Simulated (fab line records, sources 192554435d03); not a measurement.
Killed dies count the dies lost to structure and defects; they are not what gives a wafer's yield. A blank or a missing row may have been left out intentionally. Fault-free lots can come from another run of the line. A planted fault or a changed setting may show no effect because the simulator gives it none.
fab line records    flow n5-finfet    part 1 of 2: steps 1 to 24 of 33
record: lots: 5  wafers: 15  last-day: 18
route steps=1938 shown BEOL_M12@1624
lots untouched by any fault: they come from a run of this same line in which no faults occurred
start-h: the number of hours between the record's first day and the start of the first shown wafer of the lot    wait-h: hours elapsed since this lot's preceding step    " identical to the entry in the row above    L1.1+2: a single row standing in for several wafers    - no value present, or no start provided    * or withheld: withheld    < > ~ a bound
route shown NAME@n: NAME is a module with steps in the file, n the number in the route of the first one    usual: average and standard deviation across the fault-free wafers    same: alike in all rows    chamber/n: place in a boat    sites: the reading at each site    _std_site: standard deviation across them    _edge_site: mean of outer sites minus mean of inner sites    radius-mm: for every site, how far away it sits from the centre of the wafer    mask NAME#n: copy n    behind: the most recent tool/chamber to have shaped the wafer    hold: what put the lot on hold/how long, in hours/how the hold closed    device: transistor that didn't switch, given as n, p or np    end of line: tests run on the same wafers once the route is complete    a step given without rows: its recipe and nothing more    killed: dies that structure and defects cost at the first sort, which is not the same as the wafer's yield    map: dies across one wafer; x = killed, . = not, _ = none there
set.NAME: the setting the step ran with; set.NAME@STEP: the setting that earlier step ran with    model.NAME: the simulator's own value behind a step, which no gauge read
a table for each step, a row for each wafer; lots at some steps of the route
services: the hour from which a tool's chamber was out of use, counted from the record's first day as start-h (under 0 if before that day), plus the number of hours and why
== steps ==
step: N5_BEOL_M12_COAT_66
recipe: resist: SiARC  temp-c: 220  time-s: 60  spin-rpm: 1500  resist-thk-nm: 110
lot.wafer   tool            chamber  start-h  wait-h
L082.3+4+6  litho-track-03  0        -        -
L085.1+2+4  litho-track-03  0        -        -
L093.2+4+6  litho-track-01  0        -        -
L092.1+2+6  litho-track-03  0        -        -
L095.2+3+4  litho-track-01  0        -        -
step: N5_BEOL_M12_COAT_22
recipe: spin-rpm: 2888  resist-thk-nm: 300
lot.wafer   tool            chamber  start-h  wait-h
L082.3+4+6  litho-track-03  0        -        -
L085.1+2+4  litho-track-03  0        -        -
L093.2+4+6  litho-track-01  0        -        -
L092.1+2+6  litho-track-03  0        -        -
L095.2+3+4  litho-track-01  0        -        -
step: N5_BEOL_M12_EBR_24
recipe: solvent: PGMEA  ebr-width-mm: 1.5
lot.wafer   tool            chamber  start-h  wait-h
L082.3+4+6  litho-track-03  0        -        -
L085.1+2+4  litho-track-03  0        -        -
L093.2+4+6  litho-track-01  0        -        -
L092.1+2+6  litho-track-03  0        -        -
L095.2+3+4  litho-track-01  0        -        -
step: N5_BEOL_M12_SOFTBAKE_23
recipe: temp-c: 130  time-s: 60
lot.wafer   tool            chamber  start-h  wait-h
L082.3+4+6  litho-track-03  0        -        -
L085.1+2+4  litho-track-03  0        -        -
L093.2+4+6  litho-track-01  0        -        -
L092.1+2+6  litho-track-03  0        -        -
L095.2+3+4  litho-track-01  0        -        -
step: N5_BEOL_M12_EXPOSE_25
recipe: mask-id: M12  na: 0.93  source-shape: conventional  sigma-outer: 0.4  polarization: unpolarized  dose-mj: 21.8
lot.wafer   tool            chamber  start-h  wait-h  mask
L082.3+4+6  krf-scanner-01  0        328.72   -       M12#0
L085.1+2+4  krf-scanner-02  0        347.75   -       M12#0
L093.2+4+6  krf-scanner-02  0        382.24   -       M12#0
L092.1+2+6  krf-scanner-02  0        392.94   -       M12#0
L095.2+3+4  krf-scanner-02  0        399.49   -       M12#0
step: N5_BEOL_M12_PEB_26
recipe: peb-temp-c: 130  peb-time-s: 90
lot.wafer   tool            chamber  start-h  wait-h
L082.3+4+6  litho-track-03  0        328.77   0.0
L085.1+2+4  litho-track-05  0        347.81   0.1
L093.2+4+6  litho-track-01  0        382.29   0.0
L092.1+2+6  litho-track-01  0        392.99   0.1
L095.2+3+4  litho-track-05  0        399.54   0.0
step: N5_BEOL_M12_DEVELOP_27
recipe: develop-time-s: 45  rinse-liquid: diw  dry: air-spin  dev-temp-c: 21
lot.wafer   tool            chamber  start-h  wait-h
L082.3+4+6  litho-track-03  0        -        -
L085.1+2+4  litho-track-05  0        -        -
L093.2+4+6  litho-track-01  0        -        -
L092.1+2+6  litho-track-01  0        -        -
L095.2+3+4  litho-track-05  0        -        -
step: N5_BEOL_M12_HARDBAKE_32
recipe: temp-c: 130  time-s: 120
lot.wafer   tool            chamber  start-h  wait-h
L082.3+4+6  litho-track-03  0        -        -
L085.1+2+4  litho-track-05  0        -        -
L093.2+4+6  litho-track-01  0        -        -
L092.1+2+6  litho-track-01  0        -        -
L095.2+3+4  litho-track-05  0        -        -
step: N5_BEOL_M12_CD_MEAS_28
recipe: target-cd-nm: 160.2  landing-energy-ev: 500  detector: se-inlens  polarity: opening
usual: cd-nm: 161.4/1.9
lot.wafer  tool       chamber  start-h  wait-h  cd-nm
L082.3     cd-sem-02  0        328.89   -       160.9
L082.4     "          0        "        "       162.9
L082.6     "          0        "        "       166.2
L085.1     cd-sem-01  0        347.93   -       163.5
L085.2     "          0        "        "       159.1
L085.4     "          0        "        "       159.8
L093.2     cd-sem-02  0        382.41   -       158.1
L093.4     "          0        "        "       157.5
L093.6     "          0        "        "       161.3
L092.1     cd-sem-03  0        393.11   -       161.5
L092.2     "          0        "        "       162.2
L092.6     "          0        "        "       160.2
L095.2     cd-sem-03  0        399.65   -       158.9
L095.3     "          0        "        "       164.0
L095.4     "          0        "        "       158.8
step: N5_BEOL_M12_OVL_MEAS_29
recipe: points-per-wafer: 44
usual: M12_OVL: 1/4.2
lot.wafer  tool        chamber  start-h  wait-h  M12_OVL[nm]
L082.3     overlay-02  0        328.91   0.0     5
L082.4     "           0        "        "       3
L082.6     "           0        "        "       1
L085.1     overlay-02  0        347.96   0.0     -1
L085.2     "           0        "        "       9
L085.4     "           0        "        "       -2
L093.2     overlay-02  0        382.44   0.0     -5
L093.4     "           0        "        "       -7
L093.6     "           0        "        "       4
L092.1     overlay-01  0        393.14   0.0     1
L092.2     "           0        "        "       2
L092.6     "           0        "        "       -3
L095.2     overlay-01  0        399.68   0.0     2
L095.3     "           0        "        "       -2
L095.4     "           0        "        "       -5
step: N5_BEOL_M12_INSPECT_30
recipe: mode: adi  inspect-instrument: macro
usual: raw-defect-count: 1.9/1.4
lot.wafer  tool               chamber  start-h  wait-h  raw-defect-count
L082.3     defect-inspect-02  -        328.94   0.0     2
L082.4     "                  -        "        "       1
L082.6     "                  -        "        "       1
L085.1     defect-inspect-02  -        347.98   0.0     6
L085.2     "                  -        "        "       1
L085.4     "                  -        "        "       0
L093.2     defect-inspect-01  -        382.46   0.0     1
L093.4     "                  -        "        "       1
L093.6     "                  -        "        "       4
L092.1     defect-inspect-02  -        393.16   0.0     0
L092.2     "                  -        "        "       5
L092.6     "                  -        "        "       2
L095.2     defect-inspect-02  -        399.71   0.0     1
L095.3     "                  -        "        "       2
L095.4     "                  -        "        "       3
step: N5_BEOL_M12_DESCUM_33
recipe: chemistry: O2  time-s: 7.9  source-power-w: 50  bias-power-w: 20  pressure-mtorr: 20  rf-frequency-hz: 2.712e+07  temp-c: 40  o2-flow-sccm: 225
usual: drypump-motor-current-A: 5.6/0.47  oes-product-au: 0.83/0.08  rf-vpp-V: 243.4/1.3  showerhead-plenum-p-Torr: 2.11/0.065  temp-c: 39.97/0.099  throttle-valve-pct: 20.41/0.26
lot.wafer  tool         chamber  start-h  wait-h  drypump-motor-current-A  oes-product-au  rf-hours-counter-h  rf-vpp-V  showerhead-plenum-p-Torr  temp-c  throttle-valve-pct
L082.3     rie-diel-03  3        329.06   0.1     4.8                      0.85            61                  243.9     2.19                      40.00   20.11
L082.4     "            2        "        "       5.2                      0.69            236                 240.3     1.98                      40.05   20.84
L082.6     "            3        "        "       4.9                      0.85            -                   245.3     2.19                      39.86   20.09
L085.1     rie-diel-04  1        348.57   0.6     5.7                      0.72            240                 241.3     2.04                      40.05   20.47
L085.2     "            2        "        "       6.2                      0.86            61                  245.7     2.22                      39.95   20.34
L085.4     "            0        "        "       5.8                      0.96            10                  242.4     2.15                      40.04   20.10
L093.2     rie-diel-03  3        382.65   0.2     4.9                      0.83            78                  245.0     2.19                      40.08   20.15
L093.4     "            0        "        "       5.0                      0.76            -                   242.9     2.09                      40.02   20.42
L093.6     "            3        "        "       4.8                      0.82            -                   246.1     2.19                      40.06   20.13
L092.1     rie-diel-03  0        393.45   0.3     5.0                      0.76            116                 242.4     2.09                      39.84   20.43
L092.2     "            3        "        "       4.8                      0.82            83                  245.3     2.18                      40.06   20.15
L092.6     "            3        "        "       4.9                      0.82            -                   245.0     2.18                      39.91   20.15
L095.2     rie-diel-04  0        399.74   0.0     5.8                      0.92            30                  243.8     2.14                      40.05   20.12
L095.3     "            0        "        "       5.8                      0.91            -                   243.1     2.14                      39.96   20.10
L095.4     "            3        "        "       6.0                      0.82            -                   243.4     2.11                      40.08   20.56
step: N5_BEOL_M12_ETCH_67
recipe: chemistry: CF4  target: SiARC  target-depth-a: 1430  time-s: 238.3  ion-energy-ev: 80  pressure-mtorr: 40  source-w: 545  bias-w: 36  Ar_flow_sccm: 100  cf4-flow-sccm: 100  ends: cleared
usual: drypump-motor-current-A: 5.6/0.46  etch-rf-on-time-s: 237/7.4  oes-product-au: 0.70/0.064  rf-vpp-V: 184.2/1.1  showerhead-plenum-p-Torr: 2.15/0.061  throttle-valve-pct: 15.53/0.25
lot.wafer  tool         chamber  start-h  wait-h  drypump-motor-current-A  etch-rf-on-time-s  oes-product-au  rf-hours-counter-h  rf-vpp-V  showerhead-plenum-p-Torr  throttle-valve-pct
L082.3     rie-diel-03  3        329.10   0.0     4.8                      240                0.71            61                  186.8     2.26                      15.46
L082.4     "            2        "        "       5.2                      235                0.58            236                 182.3     2.04                      16.01
L082.6     "            3        "        "       4.9                      238                0.71            -                   185.0     2.26                      15.47
L085.1     rie-diel-04  1        348.60   0.0     5.7                      229                0.61            240                 184.1     2.11                      15.86
L085.2     "            2        "        "       6.2                      238                0.71            61                  185.8     2.25                      15.44
L085.4     "            0        "        "       5.8                      222                0.83            10                  185.6     2.18                      15.20
L093.2     rie-diel-03  3        382.68   0.0     4.9                      243                0.69            78                  185.7     2.25                      15.49
L093.4     "            0        "        "       5.0                      231                0.67            -                   185.6     2.15                      15.64
L093.6     "            3        "        "       4.9                      246                0.68            -                   183.7     2.25                      15.48
L092.1     rie-diel-03  0        393.49   0.0     5.0                      228                0.67            116                 183.8     2.14                      15.66
L092.2     "            3        "        "       4.8                      240                0.70            83                  185.9     2.25                      15.51
L092.6     "            3        "        "       4.8                      242                0.68            -                   185.2     2.25                      15.52
L095.2     rie-diel-04  0        399.79   0.0     5.8                      221                0.80            30                  184.7     2.18                      15.23
L095.3     "            0        "        "       5.8                      222                0.80            -                   184.8     2.18                      15.22
L095.4     "            3        "        "       6.0                      244                0.69            -                   184.0     2.14                      15.64
step: N5_BEOL_M12_ETCH_68
recipe: chemistry: N2/H2  target: SOC  mask-material: SiARC  source-w: 3000  bias-w: 350  temp-c: 40  time-s: 285  ion-energy-ev: 200  pressure-mtorr: 30  n2-flow-sccm: 200  h2-flow-sccm: 200
usual: drypump-motor-current-A: 5.6/0.46  oes-product-au: 0.82/0.079  rf-vpp-V: 524.4/2.3  showerhead-plenum-p-Torr: 2.56/0.082  temp-c: 40.03/0.11  throttle-valve-pct: 17.66/0.21
lot.wafer  tool         chamber  start-h  wait-h  drypump-motor-current-A  oes-product-au  rf-hours-counter-h  rf-vpp-V  showerhead-plenum-p-Torr  temp-c  throttle-valve-pct
L082.3     rie-diel-03  3        329.25   0.1     4.9                      0.85            61                  528.1     2.69                      39.98   17.61
L082.4     "            2        "        "       5.2                      0.68            236                 519.2     2.39                      39.92   17.93
L082.6     "            3        "        "       4.8                      0.86            -                   528.6     2.69                      40.16   17.61
L085.1     rie-diel-04  1        348.75   0.1     5.7                      0.72            240                 523.5     2.52                      40.07   18.05
L085.2     "            2        "        "       6.2                      0.85            61                  528.1     2.68                      39.83   17.61
L085.4     "            0        "        "       5.8                      0.95            11                  525.4     2.63                      39.93   17.54
L093.2     rie-diel-03  3        382.83   0.1     4.8                      0.82            78                  527.0     2.68                      40.24   17.63
L093.4     "            0        "        "       5.0                      0.78            -                   522.9     2.53                      39.99   17.58
L093.6     "            3        "        "       4.9                      0.83            -                   528.2     2.68                      40.07   17.64
L092.1     rie-diel-03  0        393.63   0.1     5.0                      0.76            116                 523.7     2.53                      40.07   17.57
L092.2     "            3        "        "       4.9                      0.82            83                  528.6     2.68                      40.01   17.63
L092.6     "            3        "        "       4.9                      0.81            -                   529.0     2.68                      39.99   17.64
L095.2     rie-diel-04  0        400.01   0.1     5.8                      0.90            30                  524.9     2.62                      40.03   17.58
L095.3     "            0        "        "       5.8                      0.91            -                   526.0     2.62                      40.20   17.57
L095.4     "            3        "        "       5.9                      0.80            -                   524.4     2.58                      39.85   17.89
step: N5_BEOL_M12_STRIP_69
recipe: chemistry: N2/H2  temp-c: 40  n2-flow-sccm: 200  h2-flow-sccm: 200  rf-frequency-hz: 6e+07
lot.wafer   tool         chamber  start-h  wait-h
L082.3+4+6  rie-diel-03  3,2,3    329.42   0.1
L085.1+2+4  rie-diel-04  1,2,0    348.92   0.1
L093.2+4+6  rie-diel-03  3,0,3    383.00   0.1
L092.1+2+6  rie-diel-03  0,3,3    393.81   0.1
L095.2+3+4  rie-diel-04  0,0,3    400.27   0.2
step: N5_BEOL_M12_TRENCH_ETCH_34
recipe: chemistry: C4F8/O2/Ar  target: SiOC  target-depth-a: 3189.5  mask-material: SOC  pressure-mtorr: 30  source-w: 3000  bias-w: 700  Ar_flow_sccm: 400  C4F8_flow_sccm: 15  O2_flow_sccm: 8  he-inner-torr: 15  he-outer-torr: 30  time-s: 125.5  ion-energy-ev: 250
usual: drypump-motor-current-A: 5.6/0.46  oes-product-au: 0.82/0.079  rf-vpp-V: 666.1/2.8  showerhead-plenum-p-Torr: 3.43/0.098  throttle-valve-pct: 24.13/0.25
lot.wafer  tool         chamber  start-h  wait-h  drypump-motor-current-A  oes-product-au  rf-hours-counter-h  rf-vpp-V  showerhead-plenum-p-Torr  throttle-valve-pct
L082.3     rie-diel-03  3        329.43   0.0     4.8                      0.85            61                  671.1     3.61                      24.10
L082.4     "            2        "        "       5.2                      0.68            236                 660.9     3.24                      24.52
L082.6     "            3        "        "       4.8                      0.85            -                   669.5     3.61                      24.13
L085.1     rie-diel-04  1        348.93   0.0     5.7                      0.71            240                 664.6     3.40                      24.53
L085.2     "            2        "        "       6.2                      0.85            61                  670.9     3.61                      24.15
L085.4     "            0        "        "       5.8                      0.96            11                  668.4     3.48                      23.76
L093.2     rie-diel-03  3        383.01   0.0     4.9                      0.82            78                  669.8     3.60                      24.12
L093.4     "            0        "        "       5.0                      0.77            -                   666.9     3.42                      24.17
L093.6     "            3        "        "       4.9                      0.83            -                   669.9     3.60                      24.13
L092.1     rie-diel-03  0        393.82   0.0     5.0                      0.76            116                 666.4     3.41                      24.18
L092.2     "            3        "        "       4.8                      0.81            83                  670.0     3.59                      24.13
L092.6     "            3        "        "       4.8                      0.81            -                   668.3     3.59                      24.15
L095.2     rie-diel-04  0        400.29   0.0     5.8                      0.91            30                  667.6     3.47                      23.77
L095.3     "            0        "        "       5.8                      0.91            -                   667.8     3.47                      23.77
L095.4     "            3        "        "       6.0                      0.80            -                   668.0     3.41                      24.15
step: N5_BEOL_M12_STRIP_70
recipe: chemistry: C4F8/O2/Ar  resist: SiARC  rf-frequency-hz: 6e+07
lot.wafer   tool         chamber  start-h  wait-h
L082.3+4+6  rie-diel-03  3,2,3    329.54   0.1
L085.1+2+4  rie-diel-04  1,2,0    349.04   0.1
L093.2+4+6  rie-diel-03  3,0,3    383.12   0.1
L092.1+2+6  rie-diel-03  0,3,3    393.93   0.1
L095.2+3+4  rie-diel-04  0,0,3    400.46   0.1
step: N5_BEOL_M12_OCD_MEAS_35
usual: trench-depth-nm: 321/6.8
lot.wafer  tool    chamber  start-h  wait-h  trench-depth-nm
L082.3     ocd-02  -        329.58   0.0     330
L082.4     "       -        "        "       322
L082.6     "       -        "        "       328
L085.1     ocd-02  -        349.08   0.0     326
L085.2     "       -        "        "       323
L085.4     "       -        "        "       331
L093.2     ocd-02  -        383.17   0.0     322
L093.4     "       -        "        "       318
L093.6     "       -        "        "       324
L092.1     ocd-02  -        393.97   0.0     318
L092.2     "       -        "        "       323
L092.6     "       -        "        "       324
L095.2     ocd-02  -        400.50   0.0     329
L095.3     "       -        "        "       331
L095.4     "       -        "        "       315
step: N5_BEOL_M12_STRIP_37
recipe: chemistry: N2/H2  power-w: 1000  temp-c: 250  h2-frac: 0.65  overash-fraction: 0.3  pressure-mtorr: withheld  n2-flow-sccm: 1750  h2-flow-sccm: 3250
usual: drypump-motor-current-A: 5.8/0.35  heater-power-w: 326/25  oes-product-au: 0.790/0.01  temp-c: 249.98/0.23
lot.wafer  tool             chamber  start-h  wait-h  drypump-motor-current-A  heater-power-w  oes-product-au  rf-hours-counter-h  temp-c
L082.3     plasma-asher-01  0        329.64   0.1     6.2                      305             0.792           -                   249.71
L082.4     "                1        "        "       5.4                      331             0.793           -                   250.30
L082.6     "                0        "        "       6.2                      303             0.782           -                   250.35
L085.1     plasma-asher-02  1        349.12   0.0     5.6                      299             0.804           94                  249.80
L085.2     "                0        "        "       6.1                      361             0.800           94                  249.72
L085.4     "                0        "        "       6.0                      362             0.806           -                   249.58
L093.2     plasma-asher-01  0        383.20   0.0     6.1                      311             0.770           144                 249.62
L093.4     "                1        "        "       5.4                      336             0.792           -                   250.30
L093.6     "                0        "        "       6.2                      307             0.813           -                   249.66
L092.1     plasma-asher-01  1        394.01   0.0     5.4                      334             0.781           146                 250.16
L092.2     "                0        "        "       6.2                      303             0.797           146                 250.31
L092.6     "                0        "        "       6.2                      305             0.783           -                   250.22
L095.2     plasma-asher-01  1        400.58   0.1     5.4                      343             0.786           148                 250.03
L095.3     "                1        "        "       5.3                      339             0.793           -                   250.11
L095.4     "                0        "        "       6.2                      304             0.797           -                   249.95
step: N5_BEOL_M12_ETCH_38
recipe: chemistry: CF4/N2  target: SiCN  target-depth-a: 687  taper-deg: 2  time-s: 73.4  ion-energy-ev: 150  mask-material: SiO2  pressure-mtorr: 40  source-w: 430  bias-w: 70  Ar_flow_sccm: 100  cf4-flow-sccm: 60  n2-flow-sccm: 60
usual: drypump-motor-current-A: 5.6/0.44  oes-product-au: 0.81/0.077  rf-vpp-V: 382.6/1.8  showerhead-plenum-p-Torr: 2.22/0.066  throttle-valve-pct: 15.42/0.24
lot.wafer  tool         chamber  start-h  wait-h  drypump-motor-current-A  oes-product-au  rf-hours-counter-h  rf-vpp-V  showerhead-plenum-p-Torr  throttle-valve-pct
L082.3     rie-diel-02  1        332.25   -       5.5                      0.91            37                  381.0     2.17                      15.46
L082.4     "            0        "        "       6.3                      0.78            134                 382.0     2.21                      15.74
L082.6     "            3        "        "       5.7                      0.85            -                   382.7     2.14                      15.19
L085.1     rie-diel-02  0        350.77   -       6.3                      0.78            145                 381.1     2.21                      15.77
L085.2     "            1        "        "       5.4                      0.89            48                  380.6     2.17                      15.46
L085.4     "            2        "        "       5.2                      0.72            -                   382.6     2.26                      15.29
L093.2     rie-diel-03  3        383.38   -       4.9                      0.81            78                  384.7     2.32                      15.34
L093.4     "            0        "        "       5.0                      0.79            -                   383.7     2.21                      15.48
L093.6     "            1        "        "       5.8                      0.86            -                   380.9     2.16                      15.01
L092.1     rie-diel-03  2        397.04   -       5.3                      0.99            1                   386.3     2.35                      15.29
L092.2     "            0        "        "       5.0                      0.78            118                 383.1     2.21                      15.48
L092.6     "            3        "        "       4.8                      0.80            -                   384.4     2.32                      15.33
L095.2     rie-diel-04  0        403.03   -       5.8                      0.93            32                  383.5     2.25                      15.07
L095.3     "            2        "        "       6.2                      0.83            78                  386.1     2.32                      15.31
L095.4     "            2        "        "       6.2                      0.81            -                   386.0     2.32                      15.32
step: N5_BEOL_M12_PRECLEAN_39
recipe: chemistry: residue-remover  time-s: 60  temp-c: 40
usual: bath-guard-temp-C: 40.0/0.54  temp-c: 40.01/0.11
lot.wafer  tool          chamber  start-h  wait-h  bath-guard-temp-C  temp-c
L082.3     wet-bench-03  1        332.39   0.1     40.2               39.94
L082.4     "             5        "        "       39.6               40.07
L082.6     "             3        "        "       40.3               40.00
L085.1     wet-bench-04  6        350.90   0.1     38.9               39.94
L085.2     "             1        "        "       40.0               39.98
L085.4     "             4        "        "       40.9               40.19
L093.2     wet-bench-04  5        383.51   0.1     39.5               40.00
L093.4     "             6        "        "       38.7               40.03
L093.6     "             1        "        "       40.0               40.07
L092.1     wet-bench-04  3        397.17   0.1     39.8               40.05
L092.2     "             6        "        "       39.0               40.01
L092.6     "             1        "        "       39.9               39.91
L095.2     wet-bench-04  0        403.16   0.1     40.4               40.11
L095.3     "             4        "        "       41.2               39.83
L095.4     "             1        "        "       39.5               39.88
step: N5_BEOL_M12_SRD_40
recipe: time-s: 30  temp-c: 23  rinse-liquid: diw  dry: n2-spin  spin-rpm: 1500  dry-time-s: 30
usual: temp-c: 23.00/0.12
lot.wafer  tool          chamber  start-h  wait-h  temp-c
L082.3     wet-bench-03  1        332.41   0.0     22.86
L082.4     "             5        "        "       22.92
L082.6     "             3        "        "       23.05
L085.1     wet-bench-04  6        350.94   0.0     23.02
L085.2     "             1        "        "       22.82
L085.4     "             4        "        "       23.05
L093.2     wet-bench-04  5        383.53   0.0     23.08
L093.4     "             6        "        "       23.13
L093.6     "             1        "        "       23.02
L092.1     wet-bench-04  3        397.19   0.0     23.06
L092.2     "             6        "        "       22.81
L092.6     "             1        "        "       23.01
L095.2     wet-bench-04  0        403.18   0.0     23.17
L095.3     "             4        "        "       23.02
L095.4     "             1        "        "       23.11
step: N5_BEOL_M12_DEGAS_41
recipe: ambient: vacuum  temp-c: 250  time-s: 60
usual: heater-power-w: 344/35
lot.wafer  tool            chamber  start-h  wait-h  heater-power-w
L082.3     pvd-sputter-01  -        335.69   3.3     335
L082.4     "               -        "        "       436
L082.6     "               -        "        "       345
L085.1     pvd-sputter-02  -        351.96   1.0     303
L085.2     "               -        "        "       317
L085.4     "               -        "        "       384
L093.2     pvd-sputter-03  -        384.26   0.7     334
L093.4     "               -        "        "       304
L093.6     "               -        "        "       350
L092.1     pvd-sputter-03  -        397.25   0.0     312
L092.2     "               -        "        "       361
L092.6     "               -        "        "       352
L095.2     pvd-sputter-01  -        403.84   0.6     328
L095.3     "               -        "        "       359
L095.4     "               -        "        "       437
step: N5_BEOL_M12_PRE_CLEAN_42
recipe: gas: H2/He  time-s: 30  temp-c: 250
usual: heater-power-w: 344/35
lot.wafer  tool            chamber  start-h  wait-h  heater-power-w
L082.3     pvd-sputter-01  -        335.73   0.0     348
L082.4     "               -        "        "       445
L082.6     "               -        "        "       337
L085.1     pvd-sputter-02  -        352.00   0.0     307
L085.2     "               -        "        "       321
L085.4     "               -        "        "       381
L093.2     pvd-sputter-03  -        384.30   0.0     340
L093.4     "               -        "        "       305
L093.6     "               -        "        "       347
L092.1     pvd-sputter-03  -        397.29   0.0     298
L092.2     "               -        "        "       359
L092.6     "               -        "        "       356
L095.2     pvd-sputter-01  -        403.88   0.0     341
L095.3     "               -        "        "       358
L095.4     "               -        "        "       424
